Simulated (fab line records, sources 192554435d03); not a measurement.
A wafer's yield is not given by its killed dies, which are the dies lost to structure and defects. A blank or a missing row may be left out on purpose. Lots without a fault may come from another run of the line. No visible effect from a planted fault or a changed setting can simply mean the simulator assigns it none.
Split-lot trial || flow n5-finfet || 39 wafers read across 7 lots, on a route 1938 steps long

## ON THE SPLIT
At N5_FIN_CUT_ETCH_21 (etches SOC in N2/H2, target depth 219 nm, overetch 43.8 nm, time 523.5 s), the setting time-s was moved away from the recipe's 523.5 s on 18 of the 39 wafers read, by -22.4% to -7.8%. This setting was run at the recipe's value on the other wafers.

## FROM THE SPLIT TO THE READING: what the file shows between them, 4 steps
- N5_FIN_CUT_STRIP_23: strips in N2/H2
- N5_FIN_CUT_STRIP_31: strips in N2/H2
- N5_FIN_CUT_PRECLEAN_35: cleans in vHF, time 13.3 s
- N5_FIN_CUT_CUT_ETCH_15: etches Si in HBr/Cl2/O2, target depth 100 nm, bt time 10 s, time 42.4 s

## THE READING
FIN_CUT.cd-offset-nm (the simulator's own value, which no gauge read), in nm, at N5_FIN_CUT_CUT_ETCH_28 (etches Si in HBr/Cl2/O2, target depth 6 nm, time 2.4 s). The file does not state a usual value for it. The 21 wafers here that ran the recipe average 0.1 nm, standard deviation 0.41 nm.

{"wafer": "L079.1", "tool, chamber at the split": "rie-diel-01, 3", "time-s as run, s": 482.8, "against the recipe": "-7.8%", "FIN_CUT.cd-offset-nm, nm": -0.2, "against lot-mates on the recipe": "+0.2"}
{"wafer": "L079.2", "tool, chamber at the split": "rie-diel-01, 2", "time-s as run, s": 523.5, "against the recipe": "recipe", "FIN_CUT.cd-offset-nm, nm": -0.2, "against lot-mates on the recipe": "-"}
{"wafer": "L079.3", "tool, chamber at the split": "rie-diel-01, 0", "time-s as run, s": 523.5, "against the recipe": "recipe", "FIN_CUT.cd-offset-nm, nm": -0.4, "against lot-mates on the recipe": "-"}
{"wafer": "L079.4", "tool, chamber at the split": "rie-diel-01, 1", "time-s as run, s": 523.5, "against the recipe": "recipe", "FIN_CUT.cd-offset-nm, nm": -0.6, "against lot-mates on the recipe": "-"}
{"wafer": "L079.5", "tool, chamber at the split": "rie-diel-01, 2", "time-s as run, s": 482.8, "against the recipe": "-7.8%", "FIN_CUT.cd-offset-nm, nm": -0.6, "against lot-mates on the recipe": -0.2}
{"wafer": "L079.6", "tool, chamber at the split": "rie-diel-01, 1", "time-s as run, s": 482.8, "against the recipe": "-7.8%", "FIN_CUT.cd-offset-nm, nm": -0.6, "against lot-mates on the recipe": -0.2}
{"wafer": "L084.1", "tool, chamber at the split": "rie-diel-04, 0", "time-s as run, s": 523.5, "against the recipe": "recipe", "FIN_CUT.cd-offset-nm, nm": 0.6, "against lot-mates on the recipe": "-"}
{"wafer": "L084.6", "tool, chamber at the split": "rie-diel-04, 3", "time-s as run, s": 523.5, "against the recipe": "recipe", "FIN_CUT.cd-offset-nm, nm": 0.6, "against lot-mates on the recipe": "-"}
{"wafer": "L084.2", "tool, chamber at the split": "rie-diel-04, 2", "time-s as run, s": 430.7, "against the recipe": "-17.7%", "FIN_CUT.cd-offset-nm, nm": -1, "against lot-mates on the recipe": -1.5}
{"wafer": "L084.3", "tool, chamber at the split": "rie-diel-04, 3", "time-s as run, s": 430.7, "against the recipe": "-17.7%", "FIN_CUT.cd-offset-nm, nm": -0.8, "against lot-mates on the recipe": -1.3}
{"wafer": "L084.4", "tool, chamber at the split": "rie-diel-04, 1", "time-s as run, s": 523.5, "against the recipe": "recipe", "FIN_CUT.cd-offset-nm, nm": 0.4, "against lot-mates on the recipe": "-"}
{"wafer": "L084.5", "tool, chamber at the split": "rie-diel-04, 2", "time-s as run, s": 430.7, "against the recipe": "-17.7%", "FIN_CUT.cd-offset-nm, nm": -0.4, "against lot-mates on the recipe": -0.9}
{"wafer": "L086.1", "tool, chamber at the split": "rie-diel-03, 1", "time-s as run, s": 482.8, "against the recipe": "-7.8%", "FIN_CUT.cd-offset-nm, nm": -0.2, "against lot-mates on the recipe": -0.3}
{"wafer": "L086.2", "tool, chamber at the split": "rie-diel-03, 2", "time-s as run, s": 523.5, "against the recipe": "recipe", "FIN_CUT.cd-offset-nm, nm": 0.4, "against lot-mates on the recipe": "-"}
{"wafer": "L086.3", "tool, chamber at the split": "rie-diel-03, 0", "time-s as run, s": 523.5, "against the recipe": "recipe", "FIN_CUT.cd-offset-nm, nm": 0.4, "against lot-mates on the recipe": "-"}
{"wafer": "L086.4", "tool, chamber at the split": "rie-diel-03, 3", "time-s as run, s": 523.5, "against the recipe": "recipe", "FIN_CUT.cd-offset-nm, nm": -0.6, "against lot-mates on the recipe": "-"}
{"wafer": "L086.5", "tool, chamber at the split": "rie-diel-03, 2", "time-s as run, s": 482.8, "against the recipe": "-7.8%", "FIN_CUT.cd-offset-nm, nm": -0.4, "against lot-mates on the recipe": -0.5}
{"wafer": "L086.6", "tool, chamber at the split": "rie-diel-03, 1", "time-s as run, s": 482.8, "against the recipe": "-7.8%", "FIN_CUT.cd-offset-nm, nm": -0.6, "against lot-mates on the recipe": -0.7}
{"wafer": "L088.1", "tool, chamber at the split": "rie-diel-04, 0", "time-s as run, s": 523.5, "against the recipe": "recipe", "FIN_CUT.cd-offset-nm, nm": 0.4, "against lot-mates on the recipe": "-"}
{"wafer": "L088.2", "tool, chamber at the split": "rie-diel-04, 3,2", "time-s as run, s": 468.2, "against the recipe": "-10.6%", "FIN_CUT.cd-offset-nm, nm": -0.4, "against lot-mates on the recipe": -0.6}
{"wafer": "L088.4", "tool, chamber at the split": "rie-diel-04, 2", "time-s as run, s": 468.2, "against the recipe": "-10.6%", "FIN_CUT.cd-offset-nm, nm": -0.4, "against lot-mates on the recipe": -0.6}
{"wafer": "L088.3", "tool, chamber at the split": "rie-diel-04, 3,2", "time-s as run, s": 468.2, "against the recipe": "-10.6%", "FIN_CUT.cd-offset-nm, nm": -0.6, "against lot-mates on the recipe": -0.8}
{"wafer": "L088.5", "tool, chamber at the split": "rie-diel-04, 0", "time-s as run, s": 523.5, "against the recipe": "recipe", "FIN_CUT.cd-offset-nm, nm": 0.2, "against lot-mates on the recipe": "-"}
{"wafer": "L088.6", "tool, chamber at the split": "rie-diel-04, 3", "time-s as run, s": 523.5, "against the recipe": "recipe", "FIN_CUT.cd-offset-nm, nm": 0, "against lot-mates on the recipe": "-"}
{"wafer": "L090.1", "tool, chamber at the split": "rie-diel-04, 0", "time-s as run, s": 406.3, "against the recipe": "-22.4%", "FIN_CUT.cd-offset-nm, nm": -1.4, "against lot-mates on the recipe": -1.5}
{"wafer": "L090.2", "tool, chamber at the split": "rie-diel-04, 2", "time-s as run, s": 523.5, "against the recipe": "recipe", "FIN_CUT.cd-offset-nm, nm": 0.6, "against lot-mates on the recipe": "-"}
{"wafer": "L090.3", "tool, chamber at the split": "rie-diel-04, 1", "time-s as run, s": 523.5, "against the recipe": "recipe", "FIN_CUT.cd-offset-nm, nm": -0.2, "against lot-mates on the recipe": "-"}
{"wafer": "L090.4", "tool, chamber at the split": "rie-diel-04, 1", "time-s as run, s": 406.3, "against the recipe": "-22.4%", "FIN_CUT.cd-offset-nm, nm": -1, "against lot-mates on the recipe": -1.1}
{"wafer": "L090.5", "tool, chamber at the split": "rie-diel-04, 0", "time-s as run, s": 523.5, "against the recipe": "recipe", "FIN_CUT.cd-offset-nm, nm": 0, "against lot-mates on the recipe": "-"}
{"wafer": "L090.6", "tool, chamber at the split": "rie-diel-04, 2", "time-s as run, s": 406.3, "against the recipe": "-22.4%", "FIN_CUT.cd-offset-nm, nm": -0.8, "against lot-mates on the recipe": -0.9}
{"wafer": "L092.2", "tool, chamber at the split": "rie-diel-03, 0", "time-s as run, s": 523.5, "against the recipe": "recipe", "FIN_CUT.cd-offset-nm, nm": 0, "against lot-mates on the recipe": "-"}
{"wafer": "L092.3", "tool, chamber at the split": "rie-diel-03, 1", "time-s as run, s": 523.5, "against the recipe": "recipe", "FIN_CUT.cd-offset-nm, nm": 0, "against lot-mates on the recipe": "-"}
{"wafer": "L092.5", "tool, chamber at the split": "rie-diel-03, 3", "time-s as run, s": 523.5, "against the recipe": "recipe", "FIN_CUT.cd-offset-nm, nm": -0.4, "against lot-mates on the recipe": "-"}
{"wafer": "L093.1", "tool, chamber at the split": "rie-diel-04, 3", "time-s as run, s": 523.5, "against the recipe": "recipe", "FIN_CUT.cd-offset-nm, nm": 0.2, "against lot-mates on the recipe": "-"}
{"wafer": "L093.2", "tool, chamber at the split": "rie-diel-04, 0", "time-s as run, s": 523.5, "against the recipe": "recipe", "FIN_CUT.cd-offset-nm, nm": 0.6, "against lot-mates on the recipe": "-"}
{"wafer": "L093.3", "tool, chamber at the split": "rie-diel-04, 1", "time-s as run, s": 416.1, "against the recipe": "-20.5%", "FIN_CUT.cd-offset-nm, nm": -1.2, "against lot-mates on the recipe": -1.7}
{"wafer": "L093.4", "tool, chamber at the split": "rie-diel-04, 2", "time-s as run, s": 523.5, "against the recipe": "recipe", "FIN_CUT.cd-offset-nm, nm": 0.8, "against lot-mates on the recipe": "-"}
{"wafer": "L093.5", "tool, chamber at the split": "rie-diel-04, 2", "time-s as run, s": 416.1, "against the recipe": "-20.5%", "FIN_CUT.cd-offset-nm, nm": -0.6, "against lot-mates on the recipe": -1.1}
{"wafer": "L093.6", "tool, chamber at the split": "rie-diel-04, 1", "time-s as run, s": 416.1, "against the recipe": "-20.5%", "FIN_CUT.cd-offset-nm, nm": -0.4, "against lot-mates on the recipe": -0.9}
When a row names more than one chamber, that row covers several wafers, and the file does not tell which wafer ran in which chamber.

THE FIT
A straight line over all 39 wafers: FIN_CUT.cd-offset-nm changes by +0.0495 nm for each +1% of time-s; r = +0.76; the points scatter about the line by 0.36 nm.
The same after taking each lot's own level away (the mean of its wafers on the recipe; 39 wafers): +0.0602 nm for each +1%; r = +0.87; scatter 0.29 nm.
According to that fit, moving time-s by its largest amount changes the reading by 1.3 nm.
Measured against the standard deviation above, the lots' own levels, which go from -0.40 to 0.53 nm, span 2.3 times it.
So the lot-to-lot level blurs the effect unless lot-mates are compared.
Check: for one of the wafers moved furthest among these (-22.4%), held out of the fit, the line's prediction against its lot-mates is -1.3 nm. Against them it came out at -1.53 nm.

## THE OTHER SPLITS THESE WAFERS WENT THROUGH
Before the reading, these wafers also passed through other splits. Each is held against what the fit with the lots' levels taken away leaves over:
{"other split on the same wafers": "N5_FIN_SAQP_HM_DEP_72 time-s", "wafers away from the commonest value": 12, "r with FIN_CUT.cd-offset-nm (lot level and that fit taken away)": "+0.03"}

## THE WHOLE CHAIN: every reading that the file lists as answering this split, in the file's order
{"step": "N5_FIN_CUT_ETCH_21", "what it does": "etches SOC in N2/H2, target depth 219 nm, overetch 43.8 nm, time 523.5 s", "reading": "etch.depth-nm (the simulator's own value, which no gauge read)", "change (the file's fit)": "+0.832 nm for each +1% of the setting", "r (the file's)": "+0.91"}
{"step": "N5_FIN_CUT_ETCH_21", "what it does": "etches SOC in N2/H2, target depth 219 nm, overetch 43.8 nm, time 523.5 s", "reading": "SiARC_of_FIN_CUT_COAT_19.thk-nm (the simulator's own value, which no gauge read)", "change (the file's fit)": "-0.0791 nm for each +1% of the setting", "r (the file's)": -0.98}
{"step": "N5_FIN_CUT_ETCH_21", "what it does": "etches SOC in N2/H2, target depth 219 nm, overetch 43.8 nm, time 523.5 s", "reading": "FIN_CUT.cd-offset-nm (the simulator's own value, which no gauge read)", "change (the file's fit)": "+0.0561 nm for each +1% of the setting", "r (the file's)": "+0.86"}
{"step": "N5_FIN_CUT_CUT_ETCH_28", "what it does": "etches Si in HBr/Cl2/O2, target depth 6 nm, time 2.4 s", "reading": "FIN_CUT.cd-offset-nm (the simulator's own value, which no gauge read)", "change (the file's fit)": "+0.0589 nm for each +1% of the setting", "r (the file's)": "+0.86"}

## FILE'S OWN FIT
FIN_CUT.cd-offset-nm changes by +0.0589 nm for each +1% of time-s, r = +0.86.
